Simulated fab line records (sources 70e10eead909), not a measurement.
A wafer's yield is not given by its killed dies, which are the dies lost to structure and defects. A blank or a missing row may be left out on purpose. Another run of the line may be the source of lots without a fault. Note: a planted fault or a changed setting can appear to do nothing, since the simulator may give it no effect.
Which tool did it?    flow nand-harc    12 lots, 36 wafers sampled, at 1 step of a route of 1159

== WHAT EACH GAUGE READ, for each wafer ==
NHARC_A_ONON_D1_THK_MEAS_08: measures by ellipsometry.
lot   measured      on             thk-nm (nm)
L075  day 7 20:56   film-metro-02  986 985 988
L077  day 8 09:23   film-metro-01  1007 1008 1009
L079  day 8 19:35   film-metro-02  1005 1003 1005
L081  day 9 14:18   film-metro-02  1001 1001 1000
L082  day 9 14:40   film-metro-02  997 998 996
L084  day 10 01:16  film-metro-02  998 999 998
L087  day 10 17:25  film-metro-01  1008 1009 1008
L090  day 11 04:07  film-metro-01  1005 1004 1005
L092  day 11 21:19  film-metro-02  991 988 988
L094  day 12 10:26  film-metro-01  996 995 998
L095  day 12 21:15  film-metro-02  1020 1019 1019
L097  day 13 01:26  film-metro-02  993 991 992

== WHICH TOOL RAN EACH LOT (tool, then ch and the chambers of the sampled wafers, then the start) ==
There is no process step in the record ahead of these readings.

== THE ANSWER, worked out from the rows above alone ==
Rule: what is usual is taken from the lots themselves. Put in order of their means at a reading, lots are off if they are a third of the lots or fewer, leave a main group of 4 or more, and stand apart from it by a gap of 3 or more times the standard deviation of the main group's means; of several such gaps the widest counts. Not used: any main group whose means are identical at the precision the tables above print for the reading. Also off: a lot with no number at a reading for which 4 or more lots have one. Any other lot the step has rows for is counted as sound.
None of the lots is off at any reading shown; this tells nothing.

== WHAT THE SIMULATOR HAD INSERTED ==
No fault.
